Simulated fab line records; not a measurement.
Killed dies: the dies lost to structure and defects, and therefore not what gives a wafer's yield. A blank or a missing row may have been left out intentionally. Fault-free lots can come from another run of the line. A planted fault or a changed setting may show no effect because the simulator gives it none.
fab line records	flow nand-harc
record: lots: 11	wafers: 33	last-day: 34
route steps=1302 shown A_STAIRCASE@650 END@1302
lots with no fault: from the same line, run without faults
start-h: hours from the record's opening day to when the first of the lot's shown wafers began	wait-h: how many hours have passed since the lot's step before this one	" as in the row above	L1.1+2: one row covering several wafers at once	- no value, or no start given	* or withheld: withheld	< > ~ a bound
route shown NAME@n: a module of which the file shows steps, and the number in the route of the first	usual: mean and standard deviation over wafers with no fault	same: alike in all rows	chamber/n: place in a boat	sites: readings site by site	_std_site: the values' standard deviation	_edge_site: outer sites' mean less inner sites'	radius-mm: how far each site lies from the wafer's centre	mask NAME#n: copy n	behind: tool/chamber where the wafer was last shaped	hold: why the lot went on hold/how many hours it stayed there/how the hold came to an end	device: names the non-switching transistor (n, p or np)	end of line: at the end of the route, the tests of the same wafers	a step without rows: its recipe alone	killed: not the wafer's yield, but the dies lost to structure and defects at the first sort	map: dies across one wafer; x = killed, . = not, _ = none there
set.NAME: the setting the step ran with; set.NAME@STEP: the setting that earlier step ran with	model.NAME: the simulator's own value behind a step, which no gauge read
steps of the route over a sample of lots; a table a step, a row a wafer
services: a tool's chamber out of use, with start hour (start-h, from the record's first day; less than 0 if before it), hours out, and reason
== steps ==
step: NHARC_A_STAIRCASE_DESCUM_168
recipe: time-s: 3	o2-flow-sccm: 200	ar-flow-sccm: 0	bias-power-w: 0	chemistry: O2
usual: drypump-motor-current-A: 5.9/0.42	oes-product-au: 1.003/0.0081	rf-vpp-V: 57.7/0.92	showerhead-plenum-p-Torr: 1.92/0.085	throttle-valve-pct: 11.312/0.0091
lot.wafer	tool	chamber	start-h	wait-h	drypump-motor-current-A	oes-product-au	rf-hours-counter-h	rf-vpp-V	showerhead-plenum-p-Torr	throttle-valve-pct
L349.1	rie-diel-03	0	390.03	-	6.1	0.989	40	56.9	2.06	11.319
L349.5	"	0	"	"	6.1	0.994	-	57.0	2.06	11.313
L349.6	"	1	"	"	5.2	0.997	-	58.4	2.06	11.307
L350.4	rie-diel-04	3	416.99	-	5.7	1.013	20	56.7	1.80	11.310
L350.1	"	0	"	"	5.4	1.005	18	58.4	1.87	11.309
L350.5	"	0	"	"	5.4	1.006	-	58.8	1.87	11.320
L354.2	rie-diel-03	1	436.89	-	5.2	0.997	48	58.9	2.06	11.319
L354.1	"	2	"	"	6.9	1.004	44	57.4	1.96	11.314
L354.6	"	0	"	"	6.1	0.993	-	57.0	2.06	11.327
L353.1	rie-diel-04	1	448.81	-	6.4	0.994	29	59.1	1.90	11.306
L353.2	"	3	"	"	5.7	1.009	33	57.0	1.79	11.328
L353.4	"	3	"	"	5.7	0.998	-	57.1	1.79	11.309
L355.2	rie-diel-10	3	454.78	-	5.4	1.011	7	59.5	1.93	11.303
L355.5	"	1	"	"	5.8	0.993	-	57.6	2.03	11.313
L355.4	"	2	"	"	6.3	1.003	-	56.2	1.83	11.306
L357.2	rie-diel-04	0	475.12	-	5.4	1.002	46	58.7	1.86	11.321
L357.1	"	1	"	"	6.4	1.009	44	57.0	1.90	11.314
L357.3	"	3	"	"	5.7	1.005	48	56.5	1.79	11.310
L363.1	rie-diel-03	2	550.40	-	6.9	1.004	24	58.7	1.95	11.306
L363.4	"	0	"	"	6.1	1.000	27	57.9	2.05	11.310
L363.5	"	3	"	"	6.0	1.001	-	58.6	1.96	11.312
L364.4	rie-diel-03	2	550.57	-	6.9	1.001	24	59.4	1.95	11.307
L364.3	"	0	"	"	6.1	0.983	27	56.7	2.05	11.309
L364.1	"	1	"	"	5.2	0.994	30	58.6	2.05	11.308
L365.3	rie-diel-10	3	554.11	-	5.3	1.003	46	55.3	1.91	11.314
L365.2	"	0	"	"	5.9	1.014	26	58.6	1.91	11.307
L365.6	"	0	"	"	5.9	1.021	-	58.2	1.91	11.314
L366.4	rie-diel-10	2	576.63	-	6.3	0.994	51	57.6	1.82	11.316
L366.5	"	3	"	"	5.3	1.003	-	58.9	1.91	11.316
L366.6	"	0	"	"	5.9	1.011	-	58.1	1.91	11.311
L367.2	rie-diel-04	1	597.64	-	6.3	1.004	20	57.5	1.88	11.310
L367.4	"	3	"	"	5.7	0.992	14	57.6	1.78	11.303
L367.1	"	0	"	"	5.4	1.000	19	57.2	1.85	11.313
step: NHARC_A_STAIRCASE_TRIM_12
recipe: time-s: 211.2	o2-flow-sccm: 500	ar-flow-sccm: 0	bias-w: 0	chemistry: O2
usual: bias-w: 0/0	chamber-pressure-mTorr: 60.00/0.057	drypump-motor-current-A: 5.9/0.42	oes-product-au: 1.002/0.0073	rf-vpp-V: 57.7/0.8	showerhead-plenum-p-Torr: 3.51/0.14	throttle-valve-pct: 17.036/0.01
lot.wafer	tool	chamber	start-h	wait-h	bias-w	chamber-pressure-mTorr	drypump-motor-current-A	oes-product-au	rf-hours-counter-h	rf-vpp-V	showerhead-plenum-p-Torr	throttle-valve-pct
L349.1	rie-diel-04	1	392.52	0.1	0	60.00	6.4	0.996	9	57.9	3.52	17.034
L349.6	"	3	"	"	0	59.98	5.7	0.988	-	58.1	3.33	17.044
L349.5	"	0	"	"	0	59.95	5.4	1.005	-	58.4	3.45	17.049
L350.4	rie-diel-04	2	420.65	0.2	0	59.98	6.0	1.001	21	57.0	3.35	17.057
L350.1	"	3	"	"	0	59.91	5.7	0.986	24	57.4	3.33	17.048
L350.5	"	0	"	"	0	60.01	5.4	0.995	-	57.3	3.45	17.039
L354.1	rie-diel-04	2	438.68	0.1	0	60.01	6.0	0.999	27	56.1	3.35	17.039
L354.2	"	0	"	"	0	60.13	5.4	1.003	27	56.3	3.45	17.030
L354.6	"	3	"	"	0	60.03	5.7	1.006	-	57.3	3.32	17.035
L353.2	rie-diel-10	2	450.94	0.1	0	59.98	6.3	0.997	6	57.9	3.39	17.052
L353.1	"	1	"	"	0	59.91	5.9	0.983	6	58.0	3.73	17.040
L353.4	"	2	"	"	0	60.05	6.4	1.001	-	57.3	3.39	17.044
L355.2	rie-diel-10	3	456.90	0.1	0	60.09	5.4	1.008	7	57.2	3.55	17.032
L355.4	"	1	"	"	0	59.97	5.9	1.001	-	57.6	3.73	17.040
L355.5	"	3	"	"	0	60.00	5.4	1.007	-	57.3	3.55	17.050
L357.2	rie-diel-10	3	476.97	0.1	0	60.00	5.4	0.995	20	58.4	3.54	17.022
L357.1	"	0	"	"	0	59.98	5.9	1.003	4	57.7	3.53	17.037
L357.3	"	1	"	"	0	59.97	5.8	0.994	20	58.2	3.72	17.034
L363.1	rie-diel-03	1	552.33	0.1	-	-	-	-	-	-	-	-
L363.4	"	0	"	"	-	-	-	-	-	-	-	-
L363.5	"	2	"	"	-	-	-	-	-	-	-	-
L364.1	rie-diel-04	2	552.51	0.1	-	-	-	-	-	-	-	-
L364.4	"	3	"	"	-	-	-	-	-	-	-	-
L364.3	"	0	"	"	-	-	-	-	-	-	-	-
L365.3	rie-diel-10	3	556.03	0.1	0	59.99	5.4	0.988	46	57.7	3.53	17.036
L365.2	"	1	"	"	0	59.98	5.8	0.996	41	59.2	3.71	17.061
L365.6	"	3	"	"	0	59.90	5.4	1.003	-	57.9	3.53	17.051
L366.4	rie-diel-04	1	578.55	0.1	0	60.04	6.4	1.001	10	58.7	3.48	17.031
L366.5	"	3	"	"	0	59.93	5.7	1.004	-	56.6	3.30	17.045
L366.6	"	0	"	"	0	60.08	5.4	0.996	-	58.1	3.42	17.033
L367.2	rie-diel-04	3	599.56	0.1	0	60.00	5.7	1.000	14	57.3	3.30	17.024
L367.4	"	1	"	"	0	59.99	6.4	0.999	20	57.5	3.48	17.026
L367.1	"	2	"	"	0	60.02	6.0	1.004	17	57.7	3.33	17.032
step: NHARC_A_STAIRCASE_TRIM_20
recipe: time-s: 211.2	o2-flow-sccm: 500	ar-flow-sccm: 0	bias-w: 0	chemistry: O2
usual: chamber-pressure-mTorr: 59.99/0.058	drypump-motor-current-A: 5.9/0.42	oes-product-au: 1.005/0.0068	rf-vpp-V: 57.6/0.85	showerhead-plenum-p-Torr: 3.49/0.15	throttle-valve-pct: 17.036/0.0091
same: bias-w: 0
lot.wafer	tool	chamber	start-h	wait-h	chamber-pressure-mTorr	drypump-motor-current-A	oes-product-au	rf-hours-counter-h	rf-vpp-V	showerhead-plenum-p-Torr	throttle-valve-pct
L349.1	rie-diel-04	3	393.65	0.1	60.09	5.7	0.996	14	57.8	3.33	17.039
L349.5	"	1	"	"	59.99	6.4	1.002	-	56.3	3.52	17.032
L349.6	"	2	"	"	60.06	6.0	1.010	-	57.9	3.36	17.039
L350.1	rie-diel-04	0	422.48	0.2	59.99	5.4	1.014	23	57.6	3.45	17.032
L350.4	"	1	"	"	60.02	6.4	1.009	20	57.1	3.51	17.027
L350.5	"	2	"	"	60.06	6.0	1.018	-	57.9	3.35	17.042
L354.2	rie-diel-03	0	439.73	0.1	59.96	6.1	1.006	55	59.4	3.78	17.042
L354.1	"	1	"	"	60.06	5.2	1.006	48	58.9	3.78	17.046
L354.6	"	3	"	"	59.94	6.0	1.014	-	58.9	3.63	17.043
L353.2	rie-diel-04	3	452.19	0.1	60.11	5.7	1.002	35	57.2	3.32	17.041
L353.1	"	1	"	"	59.96	6.4	0.996	31	58.2	3.51	17.033
L353.4	"	3	"	"	60.00	5.7	1.000	-	58.7	3.32	17.033
L355.2	rie-diel-04	1	458.33	0.1	60.00	6.4	0.998	33	58.1	3.50	17.039
L355.4	"	1	"	"	60.02	6.3	1.004	-	58.2	3.51	17.043
L355.5	"	3	"	"	60.08	5.7	1.003	-	57.4	3.32	17.043
L357.3	rie-diel-04	1	477.98	0.1	59.96	6.4	1.003	44	59.2	3.50	17.048
L357.2	"	3	"	"	59.98	5.7	0.997	48	58.6	3.31	17.036
L357.1	"	0	"	"	59.94	5.4	1.010	46	56.6	3.44	17.048
L363.1	rie-diel-04	2	553.36	0.1	60.07	6.0	0.994	6	57.5	3.34	17.045
L363.4	"	0	"	"	59.99	5.4	1.016	4	57.1	3.43	17.061
L363.5	"	2	"	"	59.94	6.0	1.015	-	57.2	3.34	17.037
L364.1	rie-diel-03	0	553.67	0.1	60.08	6.1	0.999	27	57.9	3.75	17.030
L364.4	"	1	"	"	60.03	5.2	1.011	31	57.6	3.76	17.049
L364.3	"	3	"	"	59.91	6.1	1.008	31	58.9	3.61	17.037
L365.3	rie-diel-10	3	557.05	0.1	60.02	5.4	0.994	47	57.4	3.53	17.051
L365.2	"	1	"	"	59.99	5.9	1.004	42	57.9	3.71	17.021
L365.6	"	3	"	"	59.95	5.4	1.012	-	57.5	3.53	17.038
L366.4	rie-diel-04	0	579.71	0.1	59.99	5.4	1.015	10	56.6	3.42	17.023
L366.6	"	1	"	"	60.05	6.4	1.005	-	56.9	3.48	17.027
L366.5	"	2	"	"	60.01	6.0	1.004	-	58.5	3.33	17.036
L367.1	rie-diel-04	3	600.58	0.1	60.03	5.7	0.995	14	58.4	3.30	17.031
L367.4	"	0	"	"	60.09	5.4	1.004	19	57.8	3.42	17.046
L367.2	"	2	"	"	59.98	6.0	0.992	17	56.6	3.33	17.031
step: NHARC_A_STAIRCASE_TRIM_22
recipe: time-s: 211.2	o2-flow-sccm: 500	ar-flow-sccm: 0	bias-w: 0	chemistry: O2
usual: chamber-pressure-mTorr: 60.00/0.062	drypump-motor-current-A: 5.9/0.41	oes-product-au: 1.004/0.0079	rf-vpp-V: 57.8/0.89	showerhead-plenum-p-Torr: 3.50/0.16	throttle-valve-pct: 17.036/0.0091
same: bias-w: 0
lot.wafer	tool	chamber	start-h	wait-h	chamber-pressure-mTorr	drypump-motor-current-A	oes-product-au	rf-hours-counter-h	rf-vpp-V	showerhead-plenum-p-Torr	throttle-valve-pct
L349.1	rie-diel-04	1	-	-	59.98	6.4	1.005	10	59.5	3.52	17.032
L349.6	"	2	"	"	59.92	6.0	1.006	-	56.8	3.36	17.038
L349.5	"	3	"	"	59.97	5.7	0.999	-	57.0	3.33	17.031
L350.1	rie-diel-04	3	-	-	59.95	5.7	1.009	25	57.7	3.33	17.026
L350.4	"	0	"	"	59.97	5.4	1.015	23	57.9	3.45	17.039
L350.5	"	3	"	"	60.00	5.7	1.011	-	58.0	3.33	17.043
L354.2	rie-diel-03	2	-	-	60.01	6.9	0.998	44	58.4	3.60	17.034
L354.1	"	3	"	"	60.01	6.1	1.011	55	58.4	3.63	17.040
L354.6	"	0	"	"	60.00	6.1	0.994	-	58.3	3.78	17.030
L353.2	rie-diel-04	3	452.62	0.1	60.07	5.7	0.997	35	58.5	3.32	17.042
L353.1	"	1	"	"	59.99	6.4	0.998	31	58.7	3.51	17.031
L353.4	"	3	"	"	60.01	5.7	1.006	-	57.0	3.32	17.056
L355.2	rie-diel-04	3	-	-	60.00	5.7	1.000	41	57.0	3.32	17.016
L355.5	"	0	"	"	59.93	5.4	0.998	-	58.2	3.44	17.031
L355.4	"	3	"	"	59.96	5.7	0.999	-	56.4	3.32	17.036
L357.1	rie-diel-04	1	-	-	60.04	6.4	1.012	45	58.0	3.50	17.040
L357.2	"	3	"	"	59.91	5.7	1.007	48	58.2	3.31	17.052
L357.3	"	0	"	"	60.01	5.4	1.002	46	57.7	3.44	17.028
L363.4	rie-diel-04	0	-	-	59.97	5.4	1.005	5	57.9	3.43	17.024
L363.1	"	1	"	"	60.00	6.3	1.010	6	56.7	3.49	17.037
L363.5	"	3	"	"	60.06	5.7	1.005	-	58.0	3.30	17.032
L364.1	rie-diel-03	2	-	-	59.95	6.9	1.002	25	58.4	3.59	17.038
L364.4	"	3	"	"	59.93	6.1	0.998	31	57.9	3.60	17.044
L364.3	"	0	"	"	60.05	6.1	0.983	28	59.5	3.75	17.040
L365.2	rie-diel-10	2	-	-	60.01	6.3	0.996	46	58.3	3.36	17.019
L365.3	"	0	"	"	60.07	5.9	1.002	27	59.0	3.52	17.046
L365.6	"	2	"	"	59.89	6.4	1.006	-	56.9	3.36	17.035
L366.4	rie-diel-04	3	-	-	60.03	5.7	0.999	9	56.2	3.30	17.047
L366.6	"	2	"	"	59.99	6.0	1.008	-	58.7	3.33	17.025
L366.5	"	3	"	"	59.95	5.7	1.004	-	56.4	3.30	17.024
L367.2	rie-diel-04	3	-	-	59.98	5.7	1.015	14	59.0	3.30	17.047
L367.4	"	0	"	"	60.12	5.4	1.015	20	56.7	3.42	17.045
L367.1	"	2	"	"	59.95	6.0	1.004	17	56.5	3.33	17.046
step: NHARC_END_SORT_01
recipe: temp-c: 25
usual: killed-at-array: 63/18	killed-at-other: 1.1/1.3	killed-at-periphery: 4.3/2.8	killed-dies: 68/18	killed-open: 3.3/2	killed-short: 2.4/1.6
same: gross-dies: 677
lot.wafer	tool	chamber	start-h	wait-h	killed-at-array	killed-at-other	killed-at-periphery	killed-dies	killed-open	killed-short
L350.1	prober-01	0	721.26	2.5	72	1	8	81	4	2
L350.4	prober-01	0	723.63	3.4	64	1	8	73	1	1
L350.5	prober-01	0	724.42	3.7	76	0	9	85	3	1
L353.1	prober-01	0	728.97	2.5	20	1	6	27	2	5
L353.2	prober-01	0	729.76	2.8	17	0	7	24	5	2
L353.4	prober-01	0	731.35	3.4	22	1	7	30	2	4
L357.1	prober-02	0	744.71	2.5	61	2	1	64	1	1
L357.2	prober-02	0	745.50	2.8	54	1	2	57	2	0
L357.3	prober-02	0	746.30	3.1	64	1	2	67	1	2
L355.2	prober-01	0	745.36	2.8	72	1	6	79	2	1
L355.4	prober-01	0	746.95	3.4	83	1	11	95	2	2
L355.5	prober-01	0	747.75	3.7	73	1	1	75	4	5
L363.1	prober-01	0	775.89	2.5	676	0	1	677	6	2
L363.4	prober-01	0	778.27	3.4	675	0	2	677	2	1
L363.5	prober-01	0	779.07	3.7	677	0	0	677	2	2
L364.1	prober-02	0	782.14	2.5	671	1	5	677	2	0
L364.3	prober-02	0	783.73	3.1	674	1	2	677	1	5
L364.4	prober-02	0	784.53	3.4	673	0	4	677	4	3
killed by level:class
L350.1 A_CHANNEL_HOLE_D1:chamber-film-flake=28 A_CHANNEL_HOLE_D2:chamber-film-flake=26 P_M1:chamber-film-flake=5 A_STAIRCASE:chamber-film-flake=3 A_SGD_CUT:chamber-film-flake=3 A_CONTACT:chamber-film-flake=2 A_SOURCE_PLATE:geometric-particle:open=1 A_ONON_D1:geometric-particle:short=1
L350.4 A_CHANNEL_HOLE_D2:chamber-film-flake=28 A_CHANNEL_HOLE_D1:chamber-film-flake=24 A_CONTACT:chamber-film-flake=6 P_M1:chamber-film-flake=4 P_GATE:chamber-film-flake=3 A_SGD_CUT:chamber-film-flake=3 A_WL_FILL:geometric-particle:open=1 A_BLC:geometric-particle:short=1
L350.5 A_CHANNEL_HOLE_D2:chamber-film-flake=32 A_CHANNEL_HOLE_D1:chamber-film-flake=28 P_M1:chamber-film-flake=9 A_SLIT:chamber-film-flake=3 A_CHANNEL_FILL_D1:geometric-particle:open=2 A_CHANNEL_FILL_D2:chamber-film-flake=2 A_STAIRCASE:chamber-film-flake=2 A_SGD_CUT:chamber-film-flake=2
L353.1 A_CHANNEL_HOLE_D1:chamber-film-flake=6 P_BONDPAD:chamber-film-flake=4 A_STAIRCASE:chamber-film-flake=4 A_WL_FILL:geometric-particle:short=3 P_STI:geometric-particle:short=1 P_M0:geometric-particle:open=1 A_ONON_D1:geometric-particle:short=1 A_WL_FILL:geometric-particle:open=1
L353.2 A_CHANNEL_HOLE_D1:chamber-film-flake=3 A_CHANNEL_HOLE_D2:unspecified=3 A_ONON_D1:geometric-particle:open=2 P_ZERO_WELL:chamber-film-flake=2 A_STAIRCASE:chamber-film-flake=2 P_STI:geometric-particle:open=1 P_M0:geometric-particle:open=1 A_CHANNEL_FILL_D1:geometric-particle:short=1
L353.4 A_CHANNEL_HOLE_D1:chamber-film-flake=6 P_BONDPAD:chamber-film-flake=5 A_STAIRCASE:chamber-film-flake=5 A_SLIT:chamber-film-flake=3 P_M0:geometric-particle:short=2 A_CHANNEL_HOLE_D2:unspecified=2 A_ONON_D1:geometric-particle:short=1 A_DECK1_JOINT:geometric-particle:open=1
L357.1 A_CHANNEL_HOLE_D1:chamber-film-flake=31 A_CHANNEL_HOLE_D2:chamber-film-flake=16 A_SLIT:chamber-film-flake=4 A_CONTACT:chamber-film-flake=4 A_WL_FILL:geometric-particle:short=1 P_GATE:chamber-film-flake=1 STARTING-WAFER:geometric-particle:open=1 A_CHANNEL_FILL_D1:chamber-film-flake=1
L355.2 A_CHANNEL_HOLE_D1:chamber-film-flake=33 A_SLIT:chamber-film-flake=29 P_GATE:chamber-film-flake=5 A_STAIRCASE:chamber-film-flake=3 A_M0:geometric-particle:open=2 A_CONTACT:chamber-film-flake=2 A_CHANNEL_FILL_D2:geometric-particle:short=1 P_STI:chamber-film-flake=1
L357.2 A_CHANNEL_HOLE_D1:chamber-film-flake=30 A_CHANNEL_HOLE_D2:chamber-film-flake=10 A_CONTACT:chamber-film-flake=6 A_CHANNEL_FILL_D2:chamber-film-flake=3 A_ONON_D1:geometric-particle:open=1 A_WL_FILL:geometric-particle:open=1 P_ZERO_WELL:chamber-film-flake=1 P_GATE:chamber-film-flake=1
L357.3 A_CHANNEL_HOLE_D1:chamber-film-flake=32 A_CHANNEL_HOLE_D2:chamber-film-flake=22 A_STAIRCASE:chamber-film-flake=3 A_CONTACT:chamber-film-flake=3 P_M0:geometric-particle:short=1 A_CHANNEL_HOLE_D2:geometric-particle:short=1 A_CHANNEL_FILL_D2:geometric-particle:open=1 P_GATE:chamber-film-flake=1
L355.4 A_SLIT:chamber-film-flake=32 A_CHANNEL_HOLE_D1:chamber-film-flake=30 P_GATE:chamber-film-flake=8 A_CONTACT:chamber-film-flake=8 A_WL_FILL:chamber-film-flake=4 A_STAIRCASE:chamber-film-flake=3 A_CHANNEL_FILL_D1:geometric-particle:open=1 A_STAIRCASE:geometric-particle:short=1
L355.5 A_CHANNEL_HOLE_D1:chamber-film-flake=31 A_SLIT:chamber-film-flake=23 A_CONTACT:chamber-film-flake=5 A_WL_FILL:chamber-film-flake=3 A_STAIRCASE:chamber-film-flake=2 P_M0:geometric-particle:short=1 A_ONON_D1:geometric-particle:open=1 A_CHANNEL_HOLE_D1:geometric-particle:short=1
L363.1 A_STAIRCASE:area-trim=607 A_SLIT:chamber-film-flake=24 A_CHANNEL_HOLE_D2:chamber-film-flake=18 A_CHANNEL_HOLE_D1:chamber-film-flake=8 A_DECK1_JOINT:chamber-film-flake=4 A_WL_FILL:chamber-film-flake=3 A_ONON_D1:geometric-particle:open=1 A_ONON_D2:geometric-particle:open=1
L363.4 A_STAIRCASE:area-trim=607 A_CHANNEL_HOLE_D2:chamber-film-flake=28 A_SLIT:chamber-film-flake=22 A_CHANNEL_HOLE_D1:chamber-film-flake=9 A_WL_FILL:chamber-film-flake=3 P_BONDPAD:chamber-film-flake=2 A_STAIRCASE:chamber-film-flake=2 A_CHANNEL_FILL_D1:geometric-particle:open=1
L363.5 A_STAIRCASE:area-trim=603 A_SLIT:chamber-film-flake=34 A_CHANNEL_HOLE_D2:chamber-film-flake=21 A_CHANNEL_HOLE_D1:chamber-film-flake=8 A_CHANNEL_FILL_D1:chamber-film-flake=2 A_DECK1_JOINT:chamber-film-flake=2 A_WL_FILL:chamber-film-flake=2 A_CHANNEL_HOLE_D1:geometric-particle:open=1
L364.1 A_STAIRCASE:area-trim=627 A_CHANNEL_HOLE_D2:chamber-film-flake=23 A_CHANNEL_HOLE_D1:chamber-film-flake=8 A_SLIT:chamber-film-flake=7 P_GATE:chamber-film-flake=2 A_CHANNEL_FILL_D1:chamber-film-flake=2 A_CONTACT:chamber-film-flake=2 P_GATE:geometric-particle:open=1
L364.3 A_STAIRCASE:area-trim=631 A_CHANNEL_HOLE_D2:chamber-film-flake=23 A_CHANNEL_HOLE_D1:chamber-film-flake=8 A_SLIT:chamber-film-flake=5 A_WL_FILL:geometric-particle:short=2 P_GATE:chamber-film-flake=2 A_CHANNEL_HOLE_D1:geometric-particle:short=1 A_CHANNEL_FILL_D2:geometric-particle:short=1
L364.4 A_STAIRCASE:area-trim=624 A_CHANNEL_HOLE_D2:chamber-film-flake=18 A_SLIT:chamber-film-flake=8 A_CHANNEL_HOLE_D1:chamber-film-flake=6 A_CONTACT:chamber-film-flake=4 A_STAIRCASE:chamber-film-flake=3 P_GATE:chamber-film-flake=2 P_CONTACT:chamber-film-flake=2
== services ==
tool	chamber	start-h	hours	kind
rie-diel-10	1	378.57	7.1	repair
rie-diel-03	2	388.47	3.9	repair
rie-diel-04	0	389.51	-	clean
rie-diel-04	1	389.51	-	clean
rie-diel-04	2	389.51	-	clean
rie-diel-04	3	389.51	-	clean
rie-diel-10	0	408.18	57.3	repair
rie-diel-04	0	414.03	-	clean
rie-diel-04	1	414.03	-	clean
rie-diel-04	2	414.03	-	clean
rie-diel-04	3	414.03	-	clean
rie-diel-10	-	421.20	9.0	pm
rie-diel-04	3	426.47	1.7	repair
rie-diel-04	0	438.53	-	clean
rie-diel-04	1	438.53	-	clean
rie-diel-04	2	438.53	-	clean
rie-diel-04	2	445.86	34.0	repair
rie-diel-03	-	460.74	9.0	pm
rie-diel-03	0	475.38	9.6	repair
rie-diel-03	2	490.23	16.0	repair
rie-diel-04	0	505.96	4.3	repair
rie-diel-04	2	523.84	18.4	repair
rie-diel-04	-	532.03	9.0	pm
rie-diel-10	-	598.20	9.0	pm
== key ==
first-sign: step: NHARC_A_STAIRCASE_TRIM_12	reading: tool-record	direction: missing
effect: step: NHARC_END_SORT_01	reading: killed-at-array	direction: up	sigmas: 35	usual: 63	struck: 674
more-kills-born-at: NHARC_A_STAIRCASE_TRIM_12@rie-diel-04: 1882	NHARC_A_STAIRCASE_TRIM_12@rie-diel-03: 1817
met-at NHARC_A_STAIRCASE_TRIM_12
struck-lots L363,L364
later-rows-left-out L363.1,L363.4,L363.5,L364.1,L364.3,L364.4
tester-left-out L363,L364
not-acting-at NHARC_A_STAIRCASE_DESCUM_168,NHARC_A_STAIRCASE_TRIM_20,NHARC_A_STAIRCASE_TRIM_22
onset-between 438.68 552.33
fault: kind: skipped-step-whole	tool: rie-diel-03,rie-diel-04	chamber: -	onset-h: 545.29	steps: NHARC_A_STAIRCASE_TRIM_12	scope: struck-lots-only
tester-left-out: of these lots the tester's yield and bins aren't shown, on N5 and GAA mostly nor the transistor test; their killed dies are dies lost to structure and defects alone, not to doping, threshold or leakage, so they don't give the yield
later-rows-left-out: the simulator's readings of these wafers behind a module that went badly wrong aren't trusted and aren't shown, but for the sort
